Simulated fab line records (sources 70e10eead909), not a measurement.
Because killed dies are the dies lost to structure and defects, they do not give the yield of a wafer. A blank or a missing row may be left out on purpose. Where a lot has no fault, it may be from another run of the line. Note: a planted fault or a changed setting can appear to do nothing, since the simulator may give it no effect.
fab line records ; flow nand-harc ; part 1 of 2: steps 1 to 35 of 43
[record] lots = 5; wafers = 15; last-day = 30
route steps=1302 shown P_ZERO_WELL@52 P_STI@69
lots that met no fault: from a run of the same line without faults
start-h: start of the lot's first displayed wafer, in hours after the record's first day ; wait-h: hours since the lot's step before ; " repeats the value in the row above ; L1.1+2: one row covering several wafers at once ; - no value, or no start given ; * or withheld: withheld ; < > ~ a bound
route shown NAME@n: a module of which the file shows steps, and the number in the route of the first ; usual: mean/standard deviation taken from wafers without a fault ; same: alike in all rows ; chamber/n: place in a boat ; sites: each site's reading ; _std_site: their standard deviation ; _edge_site: mean of outer sites minus mean of inner sites ; radius-mm: for every site, how far away it sits from the centre of the wafer ; mask NAME#n: copy n ; behind: the most recent tool/chamber to have shaped the wafer ; hold: why the lot went on hold/how many hours it stayed there/how the hold came to an end ; device: names the non-switching transistor (n, p or np) ; end of line: the same wafers' tests at the end of the route ; where a step has no rows: the recipe by itself ; killed: dies lost to structure and defects at the first sort, not the wafer's yield ; map: a wafer's dies, x killed, . not, _ none there
set.NAME: the setting that was run; set.NAME@STEP: the one run at that earlier step ; model.NAME: the simulator's own value behind a step, which no gauge read
lots at selected steps of the route; one table per step, one row per wafer
services: a tool's chamber out of use, with start hour (start-h, from the record's first day; less than 0 if before it), hours out, and reason
[[steps]]
[step NHARC_P_ZERO_WELL_HMDS_45]
[recipe] time-s = 30
lot.wafer;tool;chamber;start-h;wait-h
L077.2+4+6;litho-track-07;0;-;-
L083.4+5+6;litho-track-02;0;-;-
L085.3+4+5;litho-track-02;0;-;-
L088.1+4+6;litho-track-05;0;-;-
L091.2+3+4;litho-track-07;0;-;-
[step NHARC_P_ZERO_WELL_COAT_46]
[recipe] spin-rpm = withheld
lot.wafer;tool;chamber;start-h;wait-h
L077.2+4+6;litho-track-07;0;-;-
L083.4+5+6;litho-track-02;0;-;-
L085.3+4+5;litho-track-02;0;-;-
L088.1+4+6;litho-track-05;0;-;-
L091.2+3+4;litho-track-07;0;-;-
[step NHARC_P_ZERO_WELL_SOFTBAKE_47]
[recipe] temp-c = 122; time-s = 95
lot.wafer;tool;chamber;start-h;wait-h
L077.2+4+6;litho-track-07;0;-;-
L083.4+5+6;litho-track-02;0;-;-
L085.3+4+5;litho-track-02;0;-;-
L088.1+4+6;litho-track-05;0;-;-
L091.2+3+4;litho-track-07;0;-;-
[step NHARC_P_ZERO_WELL_EBR_48]
lot.wafer;tool;chamber;start-h;wait-h
L077.2+4+6;litho-track-07;0;-;-
L083.4+5+6;litho-track-02;0;-;-
L085.3+4+5;litho-track-02;0;-;-
L088.1+4+6;litho-track-05;0;-;-
L091.2+3+4;litho-track-07;0;-;-
[step NHARC_P_ZERO_WELL_EXPOSE_49]
[recipe] na = 0.6; target-cd-nm = 2000; dose-mj = 22.64; mask-id = P_HVPW
[usual] stage-vel-mm-s = 500.03/0.25
lot.wafer;tool;chamber;start-h;wait-h;mask;stage-vel-mm-s
L077.2;krf-scanner-04;0;55.48;-;P_HVPW#0;500.21
L077.4;krf-scanner-04;0;55.48;-;P_HVPW#0;499.46
L077.6;krf-scanner-04;0;55.48;-;P_HVPW#0;500.06
L083.4;krf-scanner-01;0;115.77;-;P_HVPW#0;499.88
L083.5;krf-scanner-01;0;115.77;-;P_HVPW#0;499.79
L083.6;krf-scanner-01;0;115.77;-;P_HVPW#0;499.73
L085.3;krf-scanner-04;0;135.78;-;P_HVPW#0;500.13
L085.4;krf-scanner-04;0;135.78;-;P_HVPW#0;500.25
L085.5;krf-scanner-04;0;135.78;-;P_HVPW#0;500.02
L088.1;krf-scanner-03;0;165.60;-;P_HVPW#0;499.85
L088.4;krf-scanner-03;0;165.60;-;P_HVPW#0;499.98
L088.6;krf-scanner-03;0;165.60;-;P_HVPW#0;499.62
L091.2;krf-scanner-01;0;195.61;-;P_HVPW#0;500.18
L091.3;krf-scanner-01;0;195.61;-;P_HVPW#0;500.23
L091.4;krf-scanner-01;0;195.61;-;P_HVPW#0;500.13
[step NHARC_P_ZERO_WELL_PEB_50]
[recipe] peb-temp-c = 118; peb-time-s = 85
lot.wafer;tool;chamber;start-h;wait-h
L077.2+4+6;litho-track-07;0;55.55;0.1
L083.4+5+6;litho-track-07;0;115.82;0.0
L085.3+4+5;litho-track-07;0;135.84;0.1
L088.1+4+6;litho-track-05;0;165.66;0.1
L091.2+3+4;litho-track-07;0;195.67;0.1
[step NHARC_P_ZERO_WELL_DEVELOP_51]
[recipe] time-s = 70
lot.wafer;tool;chamber;start-h;wait-h
L077.2+4+6;litho-track-07;0;-;-
L083.4+5+6;litho-track-07;0;-;-
L085.3+4+5;litho-track-07;0;-;-
L088.1+4+6;litho-track-05;0;-;-
L091.2+3+4;litho-track-07;0;-;-
[step NHARC_P_ZERO_WELL_CD_MEAS_52]
[recipe] target-cd-nm = 2000; landing-energy-ev = 500
[usual] cd-nm = 2001.0/1.6
lot.wafer;tool;chamber;start-h;wait-h;cd-nm
L077.2;cd-sem-03;0;55.64;-;2001.1
L077.4;cd-sem-03;0;55.64;-;1999.1
L077.6;cd-sem-03;0;55.64;-;2001.1
L083.4;cd-sem-01;0;115.91;-;2001.8
L083.5;cd-sem-01;0;115.91;-;2002.9
L083.6;cd-sem-01;0;115.91;-;2003.5
L085.3;cd-sem-03;0;135.93;-;2002.9
L085.4;cd-sem-03;0;135.93;-;2001.2
L085.5;cd-sem-03;0;135.93;-;2001.1
L088.1;cd-sem-03;0;165.75;-;2000.5
L088.4;cd-sem-03;0;165.75;-;2001.9
L088.6;cd-sem-03;0;165.75;-;1999.6
L091.2;cd-sem-01;0;195.77;-;2002.6
L091.3;cd-sem-01;0;195.77;-;2001.8
L091.4;cd-sem-01;0;195.77;-;2001.8
[step NHARC_P_ZERO_WELL_HARDBAKE_53]
[recipe] temp-c = 125; time-s = 80
lot.wafer;tool;chamber;start-h;wait-h
L077.2+4+6;litho-track-07;0;55.72;-
L083.4+5+6;litho-track-05;0;115.99;-
L085.3+4+5;litho-track-07;0;136.01;-
L088.1+4+6;litho-track-07;0;165.83;-
L091.2+3+4;litho-track-02;0;195.85;-
[step NHARC_P_ZERO_WELL_DESCUM_54]
[recipe] time-s = 3; o2-flow-sccm = 200; ar-flow-sccm = 0; bias-power-w = 0; chemistry = O2
[usual] drypump-motor-current-A = 5.8/0.36; oes-product-au = 1.000/0.01; rf-vpp-V = 57.7/0.83; showerhead-plenum-p-Torr = 1.92/0.098; throttle-valve-pct = 11.310/0.0082
lot.wafer;tool;chamber;start-h;wait-h;drypump-motor-current-A;oes-product-au;rf-hours-counter-h;rf-vpp-V;showerhead-plenum-p-Torr;throttle-valve-pct
L077.4;rie-diel-03;1;55.83;-;6.3;0.994;42;56.8;1.82;11.304
L077.2;rie-diel-03;3;55.83;-;5.6;0.995;46;58.5;1.95;11.312
L077.6;rie-diel-03;0;55.83;-;5.5;0.999;-;57.8;2.06;11.305
L083.4;rie-diel-03;0;116.06;-;5.5;1.012;1;57.9;2.06;11.313
L083.6;rie-diel-03;0;116.06;-;5.5;1.003;-;57.3;2.06;11.308
L083.5;rie-diel-03;1;116.06;-;6.3;0.998;-;57.3;1.82;11.304
L085.3;rie-diel-08;0;136.11;-;5.9;0.990;33;58.9;2.02;11.306
L085.4;rie-diel-08;1;136.11;-;5.8;0.988;27;58.8;2.01;11.320
L085.5;rie-diel-08;3;136.11;-;6.3;1.011;-;57.7;1.81;11.300
L088.1;rie-diel-10;0;165.94;-;5.2;0.998;36;55.9;1.89;11.319
L088.4;rie-diel-10;1;165.94;-;6.0;1.000;30;57.2;1.82;11.318
L088.6;rie-diel-10;2;165.94;-;5.1;0.987;-;58.9;1.94;11.297
L091.2;rie-diel-10;2;195.94;-;5.1;0.992;37;56.9;1.94;11.326
L091.4;rie-diel-10;3;195.94;-;5.5;1.004;45;57.5;1.78;11.307
L091.3;rie-diel-10;0;195.94;-;5.2;0.994;47;57.1;1.89;11.304
[step NHARC_P_ZERO_WELL_IMPLANT_55]
[recipe] energy-kev = 180; dose-cm2 = 8e+11; tilt-deg = 7
[usual] beam-on-s = 9.98/0.2
lot.wafer;tool;chamber;start-h;wait-h;beam-on-s
L077.2;implanter-02;0;55.99;0.1;10.08
L077.4;implanter-02;0;55.99;0.1;9.71
L077.6;implanter-02;0;55.99;0.1;9.75
L083.4;implanter-02;0;116.30;0.2;10.16
L083.5;implanter-02;0;116.30;0.2;9.85
L083.6;implanter-02;0;116.30;0.2;10.17
L085.3;implanter-02;0;136.29;0.2;9.80
L085.4;implanter-02;0;136.29;0.2;9.88
L085.5;implanter-02;0;136.29;0.2;10.24
L088.1;implanter-01;0;166.06;0.1;10.45
L088.4;implanter-01;0;166.06;0.1;10.20
L088.6;implanter-01;0;166.06;0.1;9.74
L091.2;implanter-02;0;196.10;0.2;9.84
L091.3;implanter-02;0;196.10;0.2;10.04
L091.4;implanter-02;0;196.10;0.2;9.86
[step NHARC_P_ZERO_WELL_IMPLANT_61]
[recipe] energy-kev = 30; dose-cm2 = 5e+11; tilt-deg = 7
[usual] beam-on-s = 10.00/0.21
lot.wafer;tool;chamber;start-h;wait-h;beam-on-s
L077.2;implanter-02;0;56.17;0.2;9.81
L077.4;implanter-02;0;56.17;0.2;10.10
L077.6;implanter-02;0;56.17;0.2;9.95
L083.4;implanter-02;0;116.48;0.2;10.04
L083.5;implanter-02;0;116.48;0.2;9.77
L083.6;implanter-02;0;116.48;0.2;9.76
L085.3;implanter-02;0;136.47;0.1;10.04
L085.4;implanter-02;0;136.47;0.1;9.82
L085.5;implanter-02;0;136.47;0.1;9.79
L088.1;implanter-01;0;166.25;0.2;9.74
L088.4;implanter-01;0;166.25;0.2;10.08
L088.6;implanter-01;0;166.25;0.2;10.20
L091.2;implanter-02;0;196.29;0.2;9.99
L091.3;implanter-02;0;196.29;0.2;9.86
L091.4;implanter-02;0;196.29;0.2;9.94
[step NHARC_P_ZERO_WELL_STRIP_56]
[recipe] time-s = 840; temp-c = 130; chemistry = SPM
[usual] bath-heat-duty-pct = 15.3/1.6
lot.wafer;tool;chamber;start-h;wait-h;bath-heat-duty-pct
L077.2;wet-bench-07;7;56.36;0.2;13.1
L077.6;wet-bench-07;2;56.36;0.2;16.6
L077.4;wet-bench-07;4;56.36;0.2;15.2
L083.5;wet-bench-01;1;116.61;0.1;15.2
L083.6;wet-bench-01;3;116.61;0.1;17.3
L083.4;wet-bench-01;5;116.61;0.1;14.3
L085.5;wet-bench-07;1;136.65;0.1;15.0
L085.4;wet-bench-07;3;136.65;0.1;14.9
L085.3;wet-bench-07;5;136.65;0.1;16.0
L088.1;wet-bench-09;0;166.48;0.2;13.2
L088.4;wet-bench-09;1;166.48;0.2;15.6
L088.6;wet-bench-09;2;166.48;0.2;13.4
L091.3;wet-bench-07;6;196.47;0.1;15.8
L091.2;wet-bench-07;0;196.47;0.1;13.6
L091.4;wet-bench-07;2;196.47;0.1;17.2
[step NHARC_P_ZERO_WELL_PRECLEAN_68]
[recipe] time-s = 60; temp-c = 50; bath-age-min = 0; chemistry = SC1
[usual] bath-heat-duty-pct = 7.3/0.86
lot.wafer;tool;chamber;start-h;wait-h;bath-heat-duty-pct
L077.2;wet-bench-07;7;-;-;6.8
L077.6;wet-bench-07;2;-;-;7.1
L077.4;wet-bench-07;4;-;-;6.9
L083.5;wet-bench-01;1;-;-;6.9
L083.6;wet-bench-01;3;-;-;8.3
L083.4;wet-bench-01;5;-;-;7.5
L085.5;wet-bench-07;1;-;-;7.2
L085.4;wet-bench-07;3;-;-;8.1
L085.3;wet-bench-07;5;-;-;6.7
L088.1;wet-bench-09;0;-;-;5.5
L088.4;wet-bench-09;1;-;-;7.3
L088.6;wet-bench-09;2;-;-;6.3
L091.3;wet-bench-07;6;-;-;7.7
L091.2;wet-bench-07;0;-;-;6.2
L091.4;wet-bench-07;2;-;-;8.3
[step NHARC_P_ZERO_WELL_SRD_69]
lot.wafer;tool;chamber;start-h;wait-h
L077.2+6+4;wet-bench-07;7,2,4;-;-
L083.5+6+4;wet-bench-01;1,3,5;-;-
L085.5+4+3;wet-bench-07;1,3,5;-;-
L088.1+4+6;wet-bench-09;0,1,2;-;-
L091.3+2+4;wet-bench-07;6,0,2;-;-
[step NHARC_P_ZERO_WELL_RTA_42]
[recipe] temp-c = 1100; time-s = 300
[usual] lamp-power-pct = 34.2/1.6; lamp_zone_2_pct = 34.2/1.6; lamp_zone_4_pct = 34.2/1.6; wafer_temp_C_max = 1105.9/2
lot.wafer;tool;chamber;start-h;wait-h;lamp-power-pct;lamp_zone_2_pct;lamp_zone_4_pct;wafer_temp_C_max
L077.2;rtp-anneal-02;0;56.90;-;35.8;35.8;35.9;1108.7
L077.4;rtp-anneal-02;0;56.90;-;35.7;35.8;35.8;1108.1
L077.6;rtp-anneal-02;0;56.90;-;35.8;35.8;35.8;1107.7
L083.4;rtp-anneal-01;0;117.37;-;32.7;32.7;32.7;1104.0
L083.5;rtp-anneal-01;0;117.37;-;32.6;32.7;32.7;1103.2
L083.6;rtp-anneal-01;0;117.37;-;32.7;32.7;32.7;1105.1
L085.3;rtp-anneal-02;0;137.30;-;35.8;35.8;35.7;1107.7
L085.4;rtp-anneal-02;0;137.30;-;35.7;35.7;35.8;1106.9
L085.5;rtp-anneal-02;0;137.30;-;35.8;35.7;35.8;1106.5
L088.1;rtp-anneal-02;0;166.89;-;35.8;35.8;35.8;1110.7
L088.4;rtp-anneal-02;0;166.89;-;35.8;35.8;35.8;1107.2
L088.6;rtp-anneal-02;0;166.89;-;35.8;35.8;35.8;1106.8
L091.2;rtp-anneal-02;0;197.02;-;35.8;35.9;35.8;1107.2
L091.3;rtp-anneal-02;0;197.02;-;35.9;35.8;35.8;1106.2
L091.4;rtp-anneal-02;0;197.02;-;35.8;35.8;35.8;1105.7
[step NHARC_P_ZERO_WELL_INSPECT_43]
[usual] raw-defect-count = 14/5.9
lot.wafer;tool;chamber;start-h;wait-h;raw-defect-count
L077.2;defect-inspect-02;-;57.48;0.5;11
L077.4;defect-inspect-02;-;57.48;0.5;13
L077.6;defect-inspect-02;-;57.48;0.5;17
L083.4;defect-inspect-01;-;117.72;0.2;26
L083.5;defect-inspect-01;-;117.72;0.2;14
L083.6;defect-inspect-01;-;117.72;0.2;23
L085.3;defect-inspect-02;-;137.76;0.4;23
L085.4;defect-inspect-02;-;137.76;0.4;14
L085.5;defect-inspect-02;-;137.76;0.4;28
L088.1;defect-inspect-01;-;167.57;0.6;11
L088.4;defect-inspect-01;-;167.57;0.6;2
L088.6;defect-inspect-01;-;167.57;0.6;10
L091.2;defect-inspect-01;-;197.59;0.5;8
L091.3;defect-inspect-01;-;197.59;0.5;21
L091.4;defect-inspect-01;-;197.59;0.5;13
[step NHARC_P_STI_ETCH_26]
[recipe] target-depth-a = 110; chemistry = dHF; material = SiO2
lot.wafer;tool;chamber;start-h;wait-h
L077.6+2+4;wet-bench-02;5,0,1;57.54;0.1
L083.6+4+5;wet-bench-02;6,7,0;117.78;0.1
L085.5+4+3;wet-bench-03;5,6,7;137.81;0.0
L088.4+6+1;wet-bench-02;3,6,7;167.63;0.1
L091.2+3+4;wet-bench-05;7,0,4;197.64;0.0
[step NHARC_P_STI_PRECLEAN_27]
[recipe] time-s = *; temp-c = 50; bath-age-min = 0; chemistry = SC1
[usual] bath-heat-duty-pct = 7.4/0.91
lot.wafer;tool;chamber;start-h;wait-h;bath-heat-duty-pct
L077.6;wet-bench-02;5;57.60;0.0;8.3
L077.2;wet-bench-02;0;57.60;0.0;6.6
L077.4;wet-bench-02;1;57.60;0.0;7.0
L083.6;wet-bench-02;6;117.84;0.0;7.1
L083.4;wet-bench-02;7;117.84;0.0;6.7
L083.5;wet-bench-02;0;117.84;0.0;8.0
L085.5;wet-bench-03;5;137.88;0.1;6.9
L085.4;wet-bench-03;6;137.88;0.1;6.6
L085.3;wet-bench-03;7;137.88;0.1;6.6
L088.4;wet-bench-02;3;167.69;0.0;7.2
L088.6;wet-bench-02;6;167.69;0.0;6.8
L088.1;wet-bench-02;7;167.69;0.0;6.5
L091.2;wet-bench-05;7;197.70;0.1;7.5
L091.3;wet-bench-05;0;197.70;0.1;6.0
L091.4;wet-bench-05;4;197.70;0.1;7.2
[step NHARC_P_STI_SRD_28]
lot.wafer;tool;chamber;start-h;wait-h
L077.6+2+4;wet-bench-02;5,0,1;-;-
L083.6+4+5;wet-bench-02;6,7,0;-;-
L085.5+4+3;wet-bench-03;5,6,7;-;-
L088.4+6+1;wet-bench-02;3,6,7;-;-
L091.2+3+4;wet-bench-05;7,0,4;-;-
[step NHARC_P_STI_OXIDE_29]
[recipe] target-thk-a = 100; temp-c = 900; ox-time-s = 1362; material = SiO2
lot.wafer;tool;chamber;start-h;wait-h
L077.2+4+6;furnace-02;0;62.58;-
L083.4+5+6;furnace-08;0;122.84;-
L085.3+4+5;furnace-05;0;151.28;-
L088.1+4+6;furnace-08;0;171.02;-
L091.2+3+4;furnace-05;0;204.73;-
[step NHARC_P_STI_HM_DEP_30]
[recipe] target-thk-a = 800; temp-c = 790; pressure-mtorr = 300; time-s = 873; material = Si3N4
lot.wafer;tool;chamber;start-h;wait-h
L077.2+4+6;lpcvd-02;1;69.76;3.5
L083.4+5+6;lpcvd-01;0;129.98;3.5
L085.3+4+5;lpcvd-01;0;158.43;3.5
L088.1+4+6;lpcvd-01;0;178.20;3.5
L091.2+3+4;lpcvd-02;0;211.89;3.5
[step NHARC_P_STI_DEHYDRATE_01]
[recipe] temp-c = 150; time-s = 120
lot.wafer;tool;chamber;start-h;wait-h
L077.2+4+6;litho-track-03;0;73.46;0.4
L083.4+5+6;litho-track-05;0;133.63;0.4
L085.3+4+5;litho-track-03;0;162.14;0.4
L088.1+4+6;litho-track-03;0;181.91;0.4
L091.2+3+4;litho-track-05;0;215.54;0.4
[step NHARC_P_STI_HMDS_02]
[recipe] time-s = 30
lot.wafer;tool;chamber;start-h;wait-h
L077.2+4+6;litho-track-03;0;-;-
L083.4+5+6;litho-track-05;0;-;-
L085.3+4+5;litho-track-03;0;-;-
L088.1+4+6;litho-track-03;0;-;-
L091.2+3+4;litho-track-05;0;-;-
[step NHARC_P_STI_COAT_41]
[recipe] temp-c = 200; time-s = 65
lot.wafer;tool;chamber;start-h;wait-h
L077.2+4+6;litho-track-03;0;-;-
L083.4+5+6;litho-track-05;0;-;-
L085.3+4+5;litho-track-03;0;-;-
L088.1+4+6;litho-track-03;0;-;-
L091.2+3+4;litho-track-05;0;-;-
[step NHARC_P_STI_COAT_03]
[recipe] spin-rpm = 2000; resist-thk-nm = 600
lot.wafer;tool;chamber;start-h;wait-h
L077.2+4+6;litho-track-03;0;-;-
L083.4+5+6;litho-track-05;0;-;-
L085.3+4+5;litho-track-03;0;-;-
L088.1+4+6;litho-track-03;0;-;-
L091.2+3+4;litho-track-05;0;-;-
[step NHARC_P_STI_SOFTBAKE_04]
[recipe] temp-c = 125; time-s = 70
lot.wafer;tool;chamber;start-h;wait-h
L077.2+4+6;litho-track-03;0;-;-
L083.4+5+6;litho-track-05;0;-;-
L085.3+4+5;litho-track-03;0;-;-
L088.1+4+6;litho-track-03;0;-;-
L091.2+3+4;litho-track-05;0;-;-
[step NHARC_P_STI_EBR_05]
lot.wafer;tool;chamber;start-h;wait-h
L077.2+4+6;litho-track-03;0;-;-
L083.4+5+6;litho-track-05;0;-;-
L085.3+4+5;litho-track-03;0;-;-
L088.1+4+6;litho-track-03;0;-;-
L091.2+3+4;litho-track-05;0;-;-
[step NHARC_P_STI_EXPOSE_06]
[recipe] na = 0.55; target-cd-nm = 200; dose-mj = 37.69; mask-id = P_STI
[usual] stage-vel-mm-s = 499.98/0.25
lot.wafer;tool;chamber;start-h;wait-h;mask;stage-vel-mm-s
L077.2;krf-scanner-02;0;73.63;-;P_STI#0;500.13
L077.4;krf-scanner-02;0;73.63;-;P_STI#0;500.00
L077.6;krf-scanner-02;0;73.63;-;P_STI#0;499.73
L083.4;krf-scanner-01;0;133.81;-;P_STI#0;499.93
L083.5;krf-scanner-01;0;133.81;-;P_STI#0;499.60
L083.6;krf-scanner-01;0;133.81;-;P_STI#0;499.58
L085.3;krf-scanner-03;0;162.44;-;P_STI#0;500.41
L085.4;krf-scanner-03;0;162.44;-;P_STI#0;499.98
L085.5;krf-scanner-03;0;162.44;-;P_STI#0;500.12
L088.1;krf-scanner-01;0;182.20;-;P_STI#0;499.50
L088.4;krf-scanner-01;0;182.20;-;P_STI#0;500.06
L088.6;krf-scanner-01;0;182.20;-;P_STI#0;500.61
L091.2;krf-scanner-02;0;215.71;-;P_STI#0;500.28
L091.3;krf-scanner-02;0;215.71;-;P_STI#0;499.95
L091.4;krf-scanner-02;0;215.71;-;P_STI#0;499.98
[step NHARC_P_STI_PEB_07]
[recipe] peb-temp-c = 128; peb-time-s = 80
lot.wafer;tool;chamber;start-h;wait-h
L077.2+4+6;litho-track-02;0;73.69;0.1
L083.4+5+6;litho-track-03;0;133.86;0.0
L085.3+4+5;litho-track-05;0;162.50;0.1
L088.1+4+6;litho-track-05;0;182.26;0.1
L091.2+3+4;litho-track-02;0;215.77;0.1
[step NHARC_P_STI_DEVELOP_08]
[recipe] time-s = 50; dev-temp-c = 22
lot.wafer;tool;chamber;start-h;wait-h
L077.2+4+6;litho-track-02;0;-;-
L083.4+5+6;litho-track-03;0;-;-
L085.3+4+5;litho-track-05;0;-;-
L088.1+4+6;litho-track-05;0;-;-
L091.2+3+4;litho-track-02;0;-;-
[step NHARC_P_STI_CD_MEAS_09]
[recipe] target-cd-nm = 200; landing-energy-ev = 500
[usual] cd-nm = 199.9/2.1
lot.wafer;tool;chamber;start-h;wait-h;cd-nm
L077.2;cd-sem-03;0;73.78;-;203.2
L077.4;cd-sem-03;0;73.78;-;203.6
L077.6;cd-sem-03;0;73.78;-;201.3
L083.4;cd-sem-03;0;133.95;-;200.0
L083.5;cd-sem-03;0;133.95;-;199.4
L083.6;cd-sem-03;0;133.95;-;198.8
L085.3;cd-sem-03;0;162.59;-;201.2
L085.4;cd-sem-03;0;162.59;-;199.1
L085.5;cd-sem-03;0;162.59;-;198.6
L088.1;cd-sem-02;0;182.35;-;196.9
L088.4;cd-sem-02;0;182.35;-;197.2
L088.6;cd-sem-02;0;182.35;-;198.7
L091.2;cd-sem-01;0;215.85;-;197.4
L091.3;cd-sem-01;0;215.85;-;203.3
L091.4;cd-sem-01;0;215.85;-;200.4
[step NHARC_P_STI_OVL_MEAS_10]
[usual] overlay-x-nm = 1/5.5; overlay-y-nm = -1/6.6
lot.wafer;tool;chamber;start-h;wait-h;overlay-x-nm;overlay-y-nm
L077.2;overlay-02;-;73.86;-;-1;-2
L077.4;overlay-02;-;73.86;-;-1;-1
L077.6;overlay-02;-;73.86;-;-1;-1
L083.4;overlay-01;-;134.03;-;-7;-2
L083.5;overlay-01;-;134.03;-;-8;-2
L083.6;overlay-01;-;134.03;-;-7;-2
L085.3;overlay-02;-;162.67;-;-3;8
L085.4;overlay-02;-;162.67;-;-3;8
L085.5;overlay-02;-;162.67;-;-3;8
L088.1;overlay-01;-;182.44;-;3;6
L088.4;overlay-01;-;182.44;-;3;7
L088.6;overlay-01;-;182.44;-;3;6
L091.2;overlay-02;-;215.94;-;4;6
L091.3;overlay-02;-;215.94;-;4;5
L091.4;overlay-02;-;215.94;-;4;6
[step NHARC_P_STI_INSPECT_11]
[usual] raw-defect-count = 5.1/2.8
lot.wafer;tool;chamber;start-h;wait-h;raw-defect-count
L077.2;defect-inspect-02;-;73.90;0.0;4
L077.4;defect-inspect-02;-;73.90;0.0;9
L077.6;defect-inspect-02;-;73.90;0.0;4
L083.4;defect-inspect-02;-;134.07;0.0;3
L083.5;defect-inspect-02;-;134.07;0.0;3
L083.6;defect-inspect-02;-;134.07;0.0;6
L085.3;defect-inspect-02;-;162.71;0.0;3
L085.4;defect-inspect-02;-;162.71;0.0;6
L085.5;defect-inspect-02;-;162.71;0.0;8
L088.1;defect-inspect-02;-;182.47;0.0;5
L088.4;defect-inspect-02;-;182.47;0.0;5
L088.6;defect-inspect-02;-;182.47;0.0;5
L091.2;defect-inspect-02;-;215.98;0.0;2
L091.3;defect-inspect-02;-;215.98;0.0;8
L091.4;defect-inspect-02;-;215.98;0.0;5
[step NHARC_P_STI_HARDBAKE_13]
[recipe] temp-c = 118; time-s = 65
lot.wafer;tool;chamber;start-h;wait-h
L077.2+4+6;litho-track-02;0;73.96;0.1
L083.4+5+6;litho-track-05;0;134.13;0.1
L085.3+4+5;litho-track-02;0;162.77;0.1
L088.1+4+6;litho-track-03;0;182.53;0.1
L091.2+3+4;litho-track-05;0;216.03;0.1
